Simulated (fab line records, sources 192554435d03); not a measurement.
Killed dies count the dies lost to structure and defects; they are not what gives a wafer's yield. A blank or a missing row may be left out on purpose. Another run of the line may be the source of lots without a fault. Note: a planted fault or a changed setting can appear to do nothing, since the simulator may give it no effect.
fab line records	flow n5_finfet
record: lots: 7	wafers: 21
route steps=1938 shown BEOL_M7@1273 BEOL_M8@1377 BEOL_M9@1404
start_h: the number of hours between the record's first day and the start of the first shown wafer of the lot	wait_h: time in hours since the lot's previous step	" identical to the entry in the row above	L1.1+2: a row that stands for several wafers	- no value present, or no start provided	* or withheld: withheld	< > ~ a bound
route shown NAME@n: NAME is a module with steps in the file, n the number in the route of the first one	usual: mean/standard deviation taken from wafers without a fault	same: alike in all rows	chamber/n: place in a boat	sites: the reading at each site	_std_site: the values' standard deviation	_edge_site: inner sites' mean taken away from outer sites' mean	radius_mm: for every site, how far away it sits from the centre of the wafer	mask NAME#n: copy n	behind: the last tool/chamber to shape the wafer	hold: what put the lot on hold/how long, in hours/how the hold closed	device: the n, p or np transistor that did not switch	end of line: the same wafers' tests at the end of the route	a step given without rows: its recipe and nothing more	killed: count of dies lost to structure and defects at first sort (not the wafer's yield)	map: shows each die of a wafer: x if killed, . if not, _ if none is there
set.NAME: setting as actually run; set.NAME@STEP: the setting as run at that earlier step	model.NAME: the simulator's own value behind a step, which no gauge read
lots where settings were altered on purpose, with a table for each step and a row for each wafer
== steps ==
step: N5_BEOL_M7_EXPOSE_08
recipe: mask_id: M7	na: 1.35	source_shape: dipole	sigma_inner: 0.817	sigma_outer: 0.97	polarization: te	dose_mj: 68.25
lot.wafer	tool	chamber	start_h	wait_h	mask	set.dose_mj
L074.1+3+6	arfi_scanner-02	0	198.15	-	M7#0	68.25
L080.2+3+5	arfi_scanner-03	0	230.52	-	M7#0	68.25
L091.3+5	arfi_scanner-03	0	282.30	-	M7#0	63.46
L091.4	"	0	"	"	M7#0	68.25
L089.2+4	arfi_scanner-02	0	287.72	-	M7#0	68.25
L089.6	"	0	"	"	M7#0	70.05
L092.3+4	arfi_scanner-01	0	306.23	-	M7#0	63.67
L092.6	"	0	"	"	M7#0	68.25
L093.1	arfi_scanner-01	0	312.51	-	M7#0	70.43
L093.4+5	"	0	"	"	M7#0	68.25
L097.1	arfi_scanner-02	0	333.20	-	M7#0	65.59
L097.4+5	"	0	"	"	M7#0	68.25
step: N5_BEOL_M7_PEB_09
recipe: peb_temp_c: withheld	peb_time_s: 60	resist: CAR-ArF
step: N5_BEOL_M7_DEVELOP_10
recipe: develop_time_s: 30	developer: TMAH	resist: CAR-ArF	rinse_liquid: diw	dry: air_spin	dev_temp_c: 23
step: N5_BEOL_M7_CD_MEAS_11
recipe: target_cd_nm: 38.5	landing_energy_ev: 500	detector: se_inlens	polarity: opening
usual: cd_nm: 38.7/0.6
lot.wafer	tool	chamber	start_h	wait_h	set.dose_mj@BEOL_M7_EXPOSE_08	cd_nm
L074.1	cd_sem-01	0	198.28	-	68.25	37.7
L074.3	"	0	"	"	68.25	37.8
L074.6	"	0	"	"	68.25	38.8
L080.2	cd_sem-03	0	230.64	-	68.25	38.8
L080.3	"	0	"	"	68.25	38.7
L080.5	"	0	"	"	68.25	38.9
L091.3	cd_sem-01	0	282.42	-	63.46	35.5
L091.4	"	0	"	"	68.25	39.2
L091.5	"	0	"	"	63.46	35.3
L089.2	cd_sem-01	0	287.84	-	68.25	38.6
L089.4	"	0	"	"	68.25	38.8
L089.6	"	0	"	"	70.05	39.9
L092.3	cd_sem-02	0	306.35	-	63.67	35.7
L092.4	"	0	"	"	63.67	35.4
L092.6	"	0	"	"	68.25	39.2
L093.1	cd_sem-02	0	312.64	-	70.43	39.8
L093.4	"	0	"	"	68.25	37.5
L093.5	"	0	"	"	68.25	38.6
L097.1	cd_sem-01	0	333.33	-	65.59	36.7
L097.4	"	0	"	"	68.25	39.5
L097.5	"	0	"	"	68.25	39.2
step: N5_BEOL_M7_DESCUM_16
recipe: chemistry: O2	time_s: 7.9	source_power_w: 50	bias_power_w: 20	pressure_mtorr: 20	rf_frequency_hz: 2.712e+07	temp_c: 40	resist: CAR-ArF	o2_flow_sccm: 225
step: N5_BEOL_M7_ETCH_61
recipe: chemistry: CF4	target: SiARC	target_depth_a: 455	mask_material: CAR-ArF	time_s: 75.8	ion_energy_ev: 80	pressure_mtorr: 40	source_w: 545	bias_w: 36	Ar_flow_sccm: 100	cf4_flow_sccm: 100	ends: cleared
lot.wafer	tool	chamber	start_h	wait_h	set.dose_mj@BEOL_M7_EXPOSE_08	model.BEOL_M7.cd_offset_nm
L074.1	rie_diel-01	3	198.40	0.0	68.25	-0.6
L074.3	"	1	"	"	68.25	-0.2
L074.6	"	1	"	"	68.25	0
L080.2	rie_diel-05	2	230.87	0.0	68.25	0
L080.3	"	0	"	"	68.25	0.2
L080.5	"	0	"	"	68.25	0.4
L091.3	rie_diel-01	1	282.55	0.0	63.46	-3
L091.4	"	3	"	"	68.25	0.4
L091.5	"	2	"	"	63.46	-2.8
L089.2+4	rie_diel-01	3,2	287.96	0.0	68.25	0.2
L089.6	"	1	"	"	70.05	1.4
L092.3	rie_diel-04	1	306.47	0.0	63.67	-2.8
L092.4	"	3	"	"	63.67	-3.4
L092.6	"	3	"	"	68.25	0.4
L093.1	rie_diel-01	1	312.86	0.0	70.43	0.8
L093.4	"	0	"	"	68.25	-1.4
L093.5	"	0	"	"	68.25	-0.4
L097.1	rie_diel-04	1	333.51	0.0	65.59	-2
L097.4+5	"	3,2	"	"	68.25	0.6
step: N5_BEOL_M7_ETCH_62
recipe: chemistry: N2/H2	target: SOC	target_depth_a: 1100	overetch_a: 220	mask_material: SiARC	temp_c: 40	time_s: 165	ion_energy_ev: 200	pressure_mtorr: 30	source_w: 840	bias_w: 150	n2_flow_sccm: 200	h2_flow_sccm: 200
lot.wafer	tool	chamber	start_h	wait_h	set.dose_mj@BEOL_M7_EXPOSE_08	model.BEOL_M7.cd_offset_nm
L074.1	rie_diel-01	3	198.46	0.0	68.25	-1.2
L074.3	"	1	"	"	68.25	0.2
L074.6	"	1	"	"	68.25	0.4
L080.2	rie_diel-05	2	230.92	0.0	68.25	0
L080.3	"	0	"	"	68.25	-0.2
L080.5	"	0	"	"	68.25	0.4
L091.3	rie_diel-01	1	282.61	0.0	63.46	-2.8
L091.4	"	3	"	"	68.25	0.2
L091.5	"	2	"	"	63.46	-3
L089.2+4	rie_diel-01	3,2	288.02	0.0	68.25	0
L089.6	"	1	"	"	70.05	1.4
L092.3	rie_diel-04	1	306.53	0.0	63.67	-2.8
L092.4	"	3	"	"	63.67	-3.4
L092.6	"	3	"	"	68.25	0.4
L093.1	rie_diel-01	1	312.92	0.0	70.43	1.2
L093.4	"	0	"	"	68.25	-1.2
L093.5	"	0	"	"	68.25	0
L097.1	rie_diel-04	1	333.57	0.0	65.59	-1.8
L097.4	"	3	"	"	68.25	0.6
L097.5	"	2	"	"	68.25	0.2
step: N5_BEOL_M7_STRIP_68
recipe: chemistry: N2/H2	temp_c: 40	n2_flow_sccm: 200	h2_flow_sccm: 200	rf_frequency_hz: 6e+07
step: N5_BEOL_M7_STRIP_67
recipe: chemistry: CF4	resist: SiARC	power_w: 300	bias_power_w: 75	pressure_mtorr: 50	cf4_flow_sccm: 150	rf_frequency_hz: 6e+07
step: N5_BEOL_M7_HM_OPEN_17
recipe: chemistry: Cl2/BCl3	target_depth_a: 200	overetch_a: 60	target: TiN	mask_material: SOC	ion_energy_ev: 150	pressure_mtorr: 10	icp_w: 1000	bias_w: 126	Cl2_flow_sccm: 53.25	bcl3_flow_sccm: 21.75	Ar_flow_sccm: 25
step: N5_BEOL_M7_STRIP_19
recipe: chemistry: O2	power_w: 400	temp_c: 40	pressure_mtorr: 30	rf_frequency_hz: 6e+07	bias_power_w: 0	overash_fraction: 0.2	o2_flow_sccm: 225
step: N5_BEOL_M7_CD_MEAS_18
recipe: pitch_nm: 80	target_cd_nm: 40
usual: cd_nm: 40.3/0.63
lot.wafer	tool	chamber	start_h	wait_h	set.dose_mj@BEOL_M7_EXPOSE_08	cd_nm
L074.1	cd_sem-03	-	198.84	0.1	68.25	38.8
L074.3	"	-	"	"	68.25	40.6
L074.6	"	-	"	"	68.25	40.3
L080.2	cd_sem-03	-	231.40	0.1	68.25	39.9
L080.3	"	-	"	"	68.25	39.6
L080.5	"	-	"	"	68.25	40.2
L091.3	cd_sem-03	-	282.98	0.1	63.46	37.3
L091.4	"	-	"	"	68.25	40.0
L091.5	"	-	"	"	63.46	36.9
L089.2	cd_sem-03	-	288.47	0.1	68.25	39.8
L089.4	"	-	"	"	68.25	39.9
L089.6	"	-	"	"	70.05	41.6
L092.3	cd_sem-02	-	306.99	0.1	63.67	37.2
L092.4	"	-	"	"	63.67	36.9
L092.6	"	-	"	"	68.25	40.4
L093.1	cd_sem-02	-	313.30	0.0	70.43	41.4
L093.4	"	-	"	"	68.25	39.0
L093.5	"	-	"	"	68.25	39.9
L097.1	cd_sem-02	-	333.94	0.0	65.59	37.9
L097.4	"	-	"	"	68.25	40.6
L097.5	"	-	"	"	68.25	40.6
step: N5_BEOL_M7_ETCH_41
recipe: chemistry: CH3F/O2	target: SiCN	target_depth_a: 319	taper_deg: 2	time_s: 57.8	ion_energy_ev: 120	mask_material: TiN	pressure_mtorr: 30	source_w: 395	bias_w: 75	Ar_flow_sccm: 150	CH3F_flow_sccm: 30	O2_flow_sccm: 20
usual: rf_vpp_V: 297.5/1.8
lot.wafer	tool	chamber	start_h	wait_h	set.bias_w	rf_vpp_V
L074.1	rie_diel-05	3	-	-	75	298.5
L074.3	"	0	"	"	75	298.9
L074.6	"	3	"	"	82.26	317.3
L080.2	rie_diel-05	1	-	-	75	294.6
L080.3	"	0	"	"	75	299.8
L080.5	"	1	"	"	75	295.2
L091.3	rie_diel-05	2	-	-	64.17	269.9
L091.4	"	1	"	"	64.17	267.4
L091.5	"	0	"	"	64.17	270.9
L089.2	rie_diel-05	1	-	-	69.08	280.4
L089.4	"	0	"	"	69.08	282.3
L089.6	"	2	"	"	75	295.4
L092.3	rie_diel-04	3	-	-	75	299.8
L092.4	"	0	"	"	75	296.0
L092.6	"	0	"	"	75	297.3
L093.1	rie_diel-01	1	-	-	75	296.5
L093.4	"	2	"	"	75	295.3
L093.5	"	3	"	"	70.12	285.3
L097.1	rie_diel-04	0	-	-	75	297.0
L097.4	"	1	"	"	75	299.2
L097.5	"	0	"	"	75	296.7
step: N5_BEOL_M7_STRIP_80
recipe: chemistry: N2/H2	time_s: 10	power_w: 450	temp_c: 40	pressure_mtorr: 20	rf_frequency_hz: 6e+07	bias_power_w: 7	n2_flow_sccm: 200	h2_flow_sccm: 200
step: N5_BEOL_M7_HM_STRIP_39
recipe: chemistry: peroxide_tin_strip	material: TiN	target_depth_a: 250	temp_c: 50	time_s: 158
lot.wafer	tool	chamber	start_h	wait_h	set.temp_c@BEOL_M7_PECVD_70	model.SiO2_of_BEOL_M7_PECVD_70.thk_nm
L074.1+6	wet_bench-03	2,6	201.40	0.0	392.2	20.6
L074.3	"	5	"	"	400	19.2
L080.2	wet_bench-02	4	232.72	0.0	400	20.2
L080.3	"	7	"	"	400	19.8
L080.5	"	6	"	"	400	20
L091.3	wet_bench-02	2	284.03	0.0	400	19.6
L091.4+5	"	7,0	"	"	400	20
L089.2	wet_bench-02	2	292.32	0.0	405.2	18.8
L089.4	"	4	"	"	400	19.8
L089.6	"	0	"	"	405.2	19
L092.3	wet_bench-03	2	308.94	0.0	416.2	17.2
L092.4	"	6	"	"	400	19.6
L092.6	"	5	"	"	416.2	17.4
L093.1+5	wet_bench-02	0,6	315.73	0.0	400	19.4
L093.4	"	3	"	"	400	20
L097.1	wet_bench-03	6	336.08	0.0	394.4	20.6
L097.4	"	1	"	"	400	20.2
L097.5	"	0	"	"	394.4	20.8
step: N5_BEOL_M7_SRD_40
recipe: time_s: 30	temp_c: 23	rinse_liquid: diw	dry: ipa_marangoni
step: N5_BEOL_M7_PRECLEAN_42
recipe: chemistry: residue_remover	time_s: 60	temp_c: 40
step: N5_BEOL_M7_SRD_43
recipe: time_s: 30	temp_c: 23	rinse_liquid: diw	dry: ipa_marangoni
step: N5_BEOL_M7_CD_MEAS_35
recipe: target_cd_nm: 40	polarity: opening
usual: cd_nm: 40.2/0.66
lot.wafer	tool	chamber	start_h	wait_h	set.dose_mj@BEOL_M7_EXPOSE_08	cd_nm
L074.1	cd_sem-01	-	201.52	0.0	68.25	39.2
L074.3	"	-	"	"	68.25	39.5
L074.6	"	-	"	"	68.25	40.7
L080.2	cd_sem-01	-	232.84	0.0	68.25	39.6
L080.3	"	-	"	"	68.25	39.6
L080.5	"	-	"	"	68.25	40.1
L091.3	cd_sem-01	-	284.16	0.0	63.46	36.8
L091.4	"	-	"	"	68.25	40.4
L091.5	"	-	"	"	63.46	37.3
L089.2	cd_sem-01	-	292.44	0.0	68.25	39.9
L089.4	"	-	"	"	68.25	39.9
L089.6	"	-	"	"	70.05	41.0
L092.3	cd_sem-02	-	309.06	0.0	63.67	37.3
L092.4	"	-	"	"	63.67	36.6
L092.6	"	-	"	"	68.25	40.2
L093.1	cd_sem-03	-	315.85	0.0	70.43	41.6
L093.4	"	-	"	"	68.25	38.9
L093.5	"	-	"	"	68.25	39.7
L097.1	cd_sem-03	-	336.21	0.0	65.59	38.3
L097.4	"	-	"	"	68.25	41.0
L097.5	"	-	"	"	68.25	40.5
step: N5_BEOL_M8_TRENCH_ETCH_37
recipe: chemistry: C4F6/O2	target_depth_a: 934.78	target: SiCOH_lowk	time_s: 31.2	ion_energy_ev: 250	pressure_mtorr: 30	source_w: 345	bias_w: 185	Ar_flow_sccm: 300	C4F6_flow_sccm: 10	O2_flow_sccm: 10
usual: rf_vpp_V: 662/13
lot.wafer	tool	chamber	start_h	wait_h	set.source_w	rf_vpp_V	model.BEOL_M8.feature_depth_nm	model.etch.depth_nm
L074.1	rie_diel-03	1	-	-	345	643	93	93.04
L074.3	"	0	"	"	345	658	92.4	92.42
L074.6	"	0	"	"	345	659	93.4	93.34
L080.2	rie_diel-03	2	-	-	345	651	90.6	90.63
L080.3	"	1	"	"	345	644	92.8	92.72
L080.5	"	1	"	"	345	642	92.6	92.53
L091.3	rie_diel-03	0	-	-	345	660	93.2	93.26
L091.4	"	2	"	"	345	651	92	92.02
L091.5	"	1	"	"	345	642	92.8	92.75
L089.2	rie_diel-02	2	-	-	397.3	619	100.6	100.6
L089.4	"	2	"	"	345	667	95.8	95.72
L089.6	"	1	"	"	345	674	92.2	92.16
L092.3	rie_diel-06	3	-	-	389.4	615	97.4	97.37
L092.4	"	0	"	"	389.4	617	96.4	96.45
L092.6	"	3	"	"	345	654	93.8	93.78
L093.1	rie_diel-06	2	-	-	345	664	93.8	93.76
L093.4	"	0	"	"	389.4	618	97.8	97.71
L093.5	"	0	"	"	389.4	619	98.2	98.17
L097.1	rie_diel-02	0	-	-	345	665	95.4	95.33
L097.4	"	2	"	"	345	665	97.4	97.45
L097.5	"	1	"	"	345	674	96	96.05
step: N5_BEOL_M8_ETCH_41
recipe: chemistry: CH3F/O2	target: SiCN	target_depth_a: 319	taper_deg: 2	time_s: 57.8	ion_energy_ev: 120	mask_material: TiN	pressure_mtorr: 30	source_w: 395	bias_w: 75	Ar_flow_sccm: 150	CH3F_flow_sccm: 30	O2_flow_sccm: 20
step: N5_BEOL_M8_STRIP_80
recipe: chemistry: N2/H2	time_s: 10	power_w: 450	temp_c: 40	pressure_mtorr: 20	rf_frequency_hz: 6e+07	bias_power_w: 7	n2_flow_sccm: 200	h2_flow_sccm: 200
step: N5_BEOL_M8_OCD_MEAS_38
usual: trench_depth_nm: 93.1/1.5
lot.wafer	tool	chamber	start_h	wait_h	set.source_w@BEOL_M8_TRENCH_ETCH_37	trench_depth_nm
L074.1	ocd-02	-	207.55	-	345	93.0
L074.3	"	-	"	"	345	92.5
L074.6	"	-	"	"	345	93.7
L080.2	ocd-02	-	241.78	-	345	90.0
L080.3	"	-	"	"	345	92.6
L080.5	"	-	"	"	345	92.5
L091.3	ocd-02	-	292.59	-	345	93.1
L091.4	"	-	"	"	345	91.6
L091.5	"	-	"	"	345	92.9
L089.2	ocd-01	-	298.34	-	397.3	100.9
L089.4	"	-	"	"	345	96.3
L089.6	"	-	"	"	345	92.0
L092.3	ocd-01	-	321.19	-	389.4	97.2
L092.4	"	-	"	"	389.4	96.5
L092.6	"	-	"	"	345	93.2
L093.1	ocd-01	-	324.86	-	345	93.4
L093.4	"	-	"	"	389.4	97.9
L093.5	"	-	"	"	389.4	98.4
L097.1	ocd-02	-	344.86	-	345	95.2
L097.4	"	-	"	"	345	97.0
L097.5	"	-	"	"	345	95.9
step: N5_BEOL_M8_CURE_75
recipe: temp_c: 370	time_s: 120	ambient: DMADMS/He	material: SiCOH_lowk
lot.wafer	tool	chamber	start_h	wait_h	set.time_s
L074.1+3+6	uv_cure-03	1	207.76	0.0	120
L080.2+3+5	uv_cure-03	1	242.02	0.1	120
L091.3+4	uv_cure-02	0	293.78	1.0	120
L091.5	"	0	"	"	104.5
L089.2+4	uv_cure-01	2	298.64	0.1	101.1
L089.6	"	2	"	"	120
L092.3+4+6	uv_cure-02	1	321.49	0.1	135.1
L093.1+5	uv_cure-01	2	325.07	0.0	120
L093.4	"	2	"	"	135.8
L097.1+4	uv_cure-01	1	345.36	0.3	103.3
L097.5	"	1	"	"	120
step: N5_BEOL_M8_DEGAS_44
recipe: ambient: vacuum	temp_c: 250	time_s: 60
step: N5_BEOL_M8_PRE_CLEAN_45
recipe: gas: H2/He	time_s: 30	temp_c: 250
step: N5_BEOL_M8_ECD_50
recipe: material: Cu	target_thk_a: 3000
step: N5_BEOL_M8_ANNEAL_51
recipe: temp_c: 225	time_s: 90	ambient: N2
step: N5_BEOL_M8_CMP_52
recipe: stop_on: SiCOH_lowk	t_overpolish_s: 6.9	down_force_psi: 1	platen_rpm: 50	clearing_platen_down_force_psi: 1.5	clearing_platen_rpm: 50	post_cmp_clean: cu_alkaline	target_thk_nm: 80	clearing_platen_pad_velocity_m_s: 0.99484	pad_velocity_m_s: 0.99484
lot.wafer	tool	chamber	start_h	wait_h	set.source_w@BEOL_M8_TRENCH_ETCH_37	model.Cu_of_BEOL_M8_ECD_50.thk_nm
L074.1+6	cmp-03	2,3	210.69	0.3	345	79.4
L074.3	"	1	"	"	345	80.6
L080.3	cmp-01	1	243.77	0.2	345	81.2
L080.2+5	"	3,1	"	"	345	80.6
L091.4	cmp-02	0	296.38	0.2	345	79.2
L091.3	"	1	"	"	345	79.6
L091.5	"	3	"	"	345	78.2
L089.2	cmp-03	1	302.39	0.2	397.3	88.4
L089.4	"	0	"	"	345	81.2
L089.6	"	2	"	"	345	77.2
L092.4+3	cmp-02	2,3	324.94	0.2	389.4	84
L092.6	"	1	"	"	345	80
L093.4	cmp-03	0	330.95	0.2	389.4	82.6
L093.1	"	2	"	"	345	78
L093.5	"	0	"	"	389.4	84
L097.4	cmp-03	0	348.52	0.2	345	83.6
L097.1	"	2	"	"	345	81.2
L097.5	"	3	"	"	345	82
step: N5_BEOL_M8_THK_MEAS_53
recipe: thk_meas_gauge: xrf	reads: Cu_of_BEOL_M8_ECD_50
usual: M8_THK: 79.4/1.8
lot.wafer	tool	chamber	start_h	wait_h	set.source_w@BEOL_M8_TRENCH_ETCH_37	M8_THK[nm]
L074.1	film_metro-02	-	210.98	-	345	78.8
L074.3	"	-	"	"	345	79.8
L074.6	"	-	"	"	345	78.8
L080.2	film_metro-02	-	244.06	-	345	81.0
L080.3	"	-	"	"	345	82.4
L080.5	"	-	"	"	345	81.2
L091.3	film_metro-02	-	296.64	-	345	79.5
L091.4	"	-	"	"	345	79.2
L091.5	"	-	"	"	345	78.5
L089.2	film_metro-02	-	302.68	-	397.3	88.7
L089.4	"	-	"	"	345	81.4
L089.6	"	-	"	"	345	77.2
L092.3	film_metro-01	-	325.19	-	389.4	82.6
L092.4	"	-	"	"	389.4	82.9
L092.6	"	-	"	"	345	78.9
L093.1	film_metro-02	-	331.20	-	345	77.9
L093.4	"	-	"	"	389.4	82.8
L093.5	"	-	"	"	389.4	83.8
L097.1	film_metro-01	-	348.77	-	345	80.2
L097.4	"	-	"	"	345	82.7
L097.5	"	-	"	"	345	80.7
step: N5_BEOL_M8_PRE_CLEAN_55
recipe: gas: NH3	time_s: 15	temp_c: withheld	rf_power_w: 300
step: N5_BEOL_M8_DEP_56
recipe: material: SiCN	target_thk_a: 100	temp_c: withheld	precursor: 3MS/NH3	pressure_torr: 3	rf_w: 202	time_s: 17.5
step: N5_BEOL_M8_RS_MEAS_57
recipe: thk_meas_gauge: four-point-probe	reads: Cu_of_BEOL_M8_ECD_50+Co_of_BEOL_M8_CVD_78+TaN_of_BEOL_M8_ALD_77
usual: M8_RS: 0.287/0.0071
lot.wafer	tool	chamber	start_h	wait_h	set.source_w@BEOL_M8_TRENCH_ETCH_37	M8_RS[ohm/sq]
L074.1	film_metro-02	-	211.11	0.1	345	0.290
L074.3	"	-	"	"	345	0.284
L074.6	"	-	"	"	345	0.288
L080.2	film_metro-02	-	244.19	0.1	345	0.284
L080.3	"	-	"	"	345	0.282
L080.5	"	-	"	"	345	0.284
L091.3	film_metro-02	-	296.81	0.1	345	0.288
L091.4	"	-	"	"	345	0.290
L091.5	"	-	"	"	345	0.294
L089.2	film_metro-01	-	302.83	0.1	397.3	0.255
L089.4	"	-	"	"	345	0.281
L089.6	"	-	"	"	345	0.299
L092.3	film_metro-01	-	325.32	0.1	389.4	0.270
L092.4	"	-	"	"	389.4	0.270
L092.6	"	-	"	"	345	0.286
L093.1	film_metro-02	-	331.34	0.1	345	0.295
L093.4	"	-	"	"	389.4	0.276
L093.5	"	-	"	"	389.4	0.271
L097.1	film_metro-01	-	348.90	0.1	345	0.282
L097.4	"	-	"	"	345	0.272
L097.5	"	-	"	"	345	0.278
step: N5_BEOL_M9_PECVD_70
recipe: material: SiO2	target_thk_a: 200	temp_c: 400	precursor: TEOS/O2	pressure_torr: 5.5	rf_w: 450	teos_flow_sccm: 53.8	gas: O2	flow_sccm: 3000	time_s: 22.7
lot.wafer	tool	chamber	start_h	wait_h	set.time_s	model.SiO2_of_BEOL_M9_PECVD_70.thk_nm
L074.1	pecvd-04	0	211.83	0.0	22.7	20.2
L074.3+6	"	2	"	"	22.7	20.4
L080.2	pecvd-02	2	244.89	0.0	22.7	19.8
L080.3+5	"	1,0	"	"	22.7	20
L091.3	pecvd-04	1	297.63	0.1	25.41	22.6
L091.4	"	0	"	"	22.7	20.4
L091.5	"	0	"	"	25.41	23
L089.2+4	pecvd-03	2,0	304.00	0.0	22.7	20.4
L089.6	"	2	"	"	22.7	20.8
L092.3	pecvd-02	0	326.01	0.0	22.7	20.2
L092.4	"	1	"	"	22.7	20.8
L092.6	"	2	"	"	24.3	21.8
L093.1	pecvd-02	2	332.06	0.0	24.53	21.4
L093.4	"	2	"	"	22.7	20.2
L093.5	"	1	"	"	22.7	20.6
L097.1	pecvd-02	1	349.59	0.0	22.7	20.2
L097.4	"	0	"	"	25.78	22.8
L097.5	"	1	"	"	25.78	23.2
== key ==
split: step: N5_BEOL_M7_EXPOSE_08	setting: dose_mj	stated: 68.25	by: wafer
response: step: N5_BEOL_M7_CD_MEAS_11	reading: cd_nm	change: +0.553	per: 1%	r: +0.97
response: step: N5_BEOL_M7_ETCH_61	reading: model.BEOL_M7.cd_offset_nm	change: +0.516	per: 1%	r: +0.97
response: step: N5_BEOL_M7_ETCH_62	reading: model.BEOL_M7.cd_offset_nm	change: +0.5	per: 1%	r: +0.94
response: step: N5_BEOL_M7_CD_MEAS_18	reading: cd_nm	change: +0.505	per: 1%	r: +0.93
response: step: N5_BEOL_M7_CD_MEAS_35	reading: cd_nm	change: +0.511	per: 1%	r: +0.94
split: step: N5_BEOL_M7_ETCH_41	setting: bias_w	stated: 75	by: wafer
response: step: N5_BEOL_M7_ETCH_41	reading: rf_vpp_V	change: +1.81	per: 1%	r: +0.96
split: step: N5_BEOL_M8_TRENCH_ETCH_37	setting: source_w	stated: 345	by: wafer
response: step: N5_BEOL_M8_TRENCH_ETCH_37	reading: rf_vpp_V	change: -3.28	per: 1%	r: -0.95
response: step: N5_BEOL_M8_TRENCH_ETCH_37	reading: model.BEOL_M8.feature_depth_nm	change: +0.346	per: 1%	r: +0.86
response: step: N5_BEOL_M8_TRENCH_ETCH_37	reading: model.etch.depth_nm	change: +0.348	per: 1%	r: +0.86
response: step: N5_BEOL_M8_OCD_MEAS_38	reading: trench_depth_nm	change: +0.374	per: 1%	r: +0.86
response: step: N5_BEOL_M8_CMP_52	reading: model.Cu_of_BEOL_M8_ECD_50.thk_nm	change: +0.462	per: 1%	r: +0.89
response: step: N5_BEOL_M8_THK_MEAS_53	reading: M8_THK	change: +0.466	per: 1%	r: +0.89
response: step: N5_BEOL_M8_RS_MEAS_57	reading: M8_RS	change: -0.00178	per: 1%	r: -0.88
split: step: N5_BEOL_M8_CURE_75	setting: time_s	stated: 120	by: wafer
response none clear
split: step: N5_BEOL_M9_PECVD_70	setting: time_s	stated: 22.7	by: wafer
response: step: N5_BEOL_M9_PECVD_70	reading: model.SiO2_of_BEOL_M9_PECVD_70.thk_nm	change: +0.19	per: 1%	r: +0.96
split outside_this_file step=N5_BEOL_M7_PECVD_70 setting=temp_c
split outside_this_file: this setting was split too, and the file shows its column; the key of that split is in another file
